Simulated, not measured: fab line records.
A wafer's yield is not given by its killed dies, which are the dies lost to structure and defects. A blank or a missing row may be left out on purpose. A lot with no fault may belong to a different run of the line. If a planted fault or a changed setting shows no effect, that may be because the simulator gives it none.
One fault through the eyes of 3 desks	flow nand harc	each desk has only its own numbers; what lay behind them comes last

== METROLOGY DESK ==
Means of the sampled wafers that have a number, per lot and without regard to the tool the lot ran on: this is what the gauges read. A lot is out of limits, marked OUT, if its mean lies more than 4 standard deviations from the usual mean; the brackets give that distance.
Columns: A = cd nm at NHARC_A_CHANNEL_HOLE_D1_CD_MEAS_18, usual 98.9 nm
lot	first seen here	A
L301	day 8 22:55	95.9
L306	day 10 08:27	98.4
L308	day 11 06:15	97.7
L311	day 12 20:32	98.4
L313	day 13 14:53	100.7
L318	day 15 16:27	98.0
L320	day 16 03:47	99.4
L321	day 16 21:07	98.1
L322	day 17 05:32	96.9
L323	day 17 14:32	98.5
L324	day 18 06:54	98.8
This desk's finding: nothing out of limits on any of the 11 lots.

== AT THE TOOL OWNER'S DESK: pecvd-01 ==
The tool's own readings at NHARC_A_CHANNEL_HOLE_D1_DEP_01 (deposits SiON, target thk 140 nm): means of the sampled wafers that have a number, for each lot that ran on this tool. A lot is out of limits, marked OUT, if its mean lies more than 4 standard deviations from the usual mean; the brackets give that distance.
Columns: A = heater power w at NHARC_A_CHANNEL_HOLE_D1_DEP_01, usual 675 W; B = susceptor temp C at NHARC_A_CHANNEL_HOLE_D1_DEP_01, usual 399.99 C
lot	first seen here	A	B
L301	day 8 20:56	682	399.76
L306	day 10 06:13	697	399.93
L308	day 11 04:14	632	399.99
L311	day 12 17:58	701	400.14
L313	day 13 12:40	707	400.13
L321	day 16 19:05	661	400.12
L324	day 18 05:00	658	399.92
This desk's finding: nothing out of limits on any of the 7 lots.

== THE DEFECT DESK ==
Inspection counts along the route, by lot: the mean over sampled wafers that carry a number. A lot is out of limits, marked OUT, if its mean lies more than 4 standard deviations from the usual mean; the brackets give that distance.
Columns: A = raw defect count at NHARC_A_CHANNEL_HOLE_D1_INSPECT_12, usual 5.3; B = raw defect count at NHARC_A_CHANNEL_HOLE_D1_INSPECT_40, usual 75
lot	first seen here	A	B
L301	day 8 21:44	2.3	114
L306	day 10 07:02	3.0	100
L308	day 11 05:05	6.0	93
L311	day 12 18:46	908.0 (+99 or more) OUT	976 (+36) OUT
L313	day 13 13:31	901.0 (+99 or more) OUT	977 (+36) OUT
L318	day 15 15:16	4.0	92
L320	day 16 02:10	3.7	64
L321	day 16 19:56	6.0	74
L322	day 17 04:22	5.3	87
L323	day 17 12:40	3.3	64
L324	day 18 05:44	4.3	81
This desk finds L311, L313 out of limits, L311 being first, at day 12 18:46 (raw defect count at NHARC_A_CHANNEL_HOLE_D1_INSPECT_12). In limits: L301, L306, L308, L318, L320, L321, L322, L323, L324.

== BROUGHT TOGETHER ==
The defect desk could have raised an alarm at day 12 18:46, on L311, L313.
Nothing out of limits was seen by the metrology desk.
The tool owner's desk saw nothing out of limits.
The metrology desk has L311, L313 on record, within its limits.
The tool owner's desk has L311, L313 on record, within its limits.
The lots listed all ran NHARC_A_CHANNEL_HOLE_D1_DEP_01 on pecvd-01.

== WHAT HAD BEEN PUT IN BY THE SIMULATOR ==
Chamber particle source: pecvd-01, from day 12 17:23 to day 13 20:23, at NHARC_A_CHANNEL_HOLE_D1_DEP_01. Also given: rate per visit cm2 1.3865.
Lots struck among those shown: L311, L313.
Hours from the fault's start to each desk's first reading out of limits: the defect desk, 1.
